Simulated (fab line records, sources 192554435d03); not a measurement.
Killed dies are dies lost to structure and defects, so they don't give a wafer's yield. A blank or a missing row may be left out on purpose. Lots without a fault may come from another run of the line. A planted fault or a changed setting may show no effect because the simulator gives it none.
A struck lot beside a sound one | flow n5_finfet | 16 steps out of a route of 1938
Sound: wafers L210.1, L210.4, L210.5. Struck: wafer L208.3. (L208.2 of the same lot was not struck and is left out.) The cause comes at the end.
At each step with rows: each side's tool, then ch and its chambers, then its first start. Under that, the readings that differ: sound wafers | struck wafers | difference of the means | sigmas: that difference in standard deviations of wafers without a fault.
alike: readings whose means differ by less than 2 such deviations, and words and numbers that are the same on both sides. not compared: withheld readings, readings that some wafer has no value for, bounds like >300 that may hide the same value, and numbers for which the record gives no deviation and whose values overlap.
The two part at a step that has a row with sigmas, a row that says differs or no value, or rows on one side only. Numbers that don't overlap but have no deviation are shown without sigmas and don't part them. A reading that every wafer of one side lacks parts them only if that side has two wafers or more.

first, 6 steps without rows for these wafers: N5_BEOL_M4_COAT_22 (resist thk 30 nm); N5_BEOL_M4_EBR_24; N5_BEOL_M4_SOFTBAKE_23 (time 60 s); N5_BEOL_M4_EXPOSE_25 (exposes mask V3, defocus 5 nm); N5_BEOL_M4_PEB_26 (peb time 60 s); N5_BEOL_M4_DEVELOP_27 (develop time 30 s).
N5_BEOL_M4_CD_MEAS_28: target cd 26.2 nm, target cd y 24.1 nm.
  sound on cd_sem-03 ch 0, day 13 04:41; struck on cd_sem-03 ch 0, day 12 11:49
  alike: cd_nm
N5_BEOL_M4_OVL_MEAS_29:
  sound on overlay-02 ch 0, day 13 04:43; struck on overlay-01 ch 0, day 12 11:50
  alike: V3_OVL
N5_BEOL_M4_INSPECT_30: inspects for defects (brightfield).
  sound on defect_inspect-02, day 13 04:46; struck on defect_inspect-02, day 12 11:53
  alike: raw_defect_count
N5_BEOL_M4_DESCUM_33: chemistry O2, time 7 s.
  sound on rie_diel-02 ch 1,2,3, day 13 04:48; struck on rie_diel-02 ch 3, day 12 11:56
  alike: drypump_motor_current_A, oes_product_au, rf_vpp_V, showerhead_plenum_p_Torr, throttle_valve_pct
  not compared: rf_hours_counter_h
N5_BEOL_M4_ETCH_77: etches underlayer in N2/H2, target depth 6.5 nm, time 5.2 s.
  sound on rie_diel-02 ch 1,2,3, day 13 04:50; struck on rie_diel-02 ch 3, day 12 11:58
  alike: drypump_motor_current_A, etch_rf_on_time_s, oes_product_au, rf_vpp_V, showerhead_plenum_p_Torr, throttle_valve_pct
  not compared: rf_hours_counter_h
N5_BEOL_M4_ETCH_69: etches SiARC in CF4, target depth 15.6 nm, time 26 s.
  sound on rie_diel-02 ch 1,2,3, day 13 04:52; struck on rie_diel-02 ch 3, day 12 11:59
  alike: drypump_motor_current_A, etch_rf_on_time_s, oes_product_au, rf_vpp_V, showerhead_plenum_p_Torr, throttle_valve_pct
  not compared: rf_hours_counter_h
N5_BEOL_M4_ALD_98: deposits SiO2, target thk 2.5 nm, pulse time 1 s, co reactant pulse time 1 s.
  sound on ald_sin-04 ch 2,3, day 13 04:56; struck on ald_sin-02 ch 0, day 12 13:04
  reading                                  | sound       | struck | difference | sigmas
  ald_cycles                               | 17 17 17    | 13     | -4         |
  model.SiO2_of_BEOL_M4_ALD_98.thk_nm (nm) | 2.4 2.4 2.4 | 2      | +0         |
  alike: chamber_pressure_Torr, heater_power_w, precursor_pulse_height_rel
N5_BEOL_M4_ETCHBACK_99: etches SiO2 in CHF3, target depth 5 nm, time 10.4 s.
  sound on rie_diel-02 ch 1,2, day 13 07:28; struck on rie_diel-04 ch 1, day 12 17:35
  reading                | sound          | struck | difference | sigmas
  throttle_valve_pct (%) | 16.5 16.9 16.5 | 17.5   | +0.9       | +3
  alike: CHF3_flow_sccm, drypump_motor_current_A, oes_f_703_au, oes_product_au, rf_vpp_V, showerhead_plenum_p_Torr
  not compared: rf_hours_counter_h
N5_BEOL_M4_RC_MEAS_101:
  sound on prober-02 ch 0, day 13 12:22; struck on prober-02 ch 0, day 12 21:59
  reading       | sound          | struck | difference | sigmas
  SS_N (mV/dec) | 71.6 71.7 71.9 | 70.4   | -1.3       | -3
  alike: DIBL_N, DIBL_P, IOFF_N, IOFF_P, ION_N, ION_P, SS_P, VT_N, VT_P
N5_PASSIVATION_PROBE_49:
  the record has rows for the sound wafers here (prober-02, day 17 11:24) and none for the struck ones

WHERE THEY PART
First at N5_BEOL_M4_ETCHBACK_99; last, within this record, at N5_PASSIVATION_PROBE_49.

WHY: what the simulator had put in
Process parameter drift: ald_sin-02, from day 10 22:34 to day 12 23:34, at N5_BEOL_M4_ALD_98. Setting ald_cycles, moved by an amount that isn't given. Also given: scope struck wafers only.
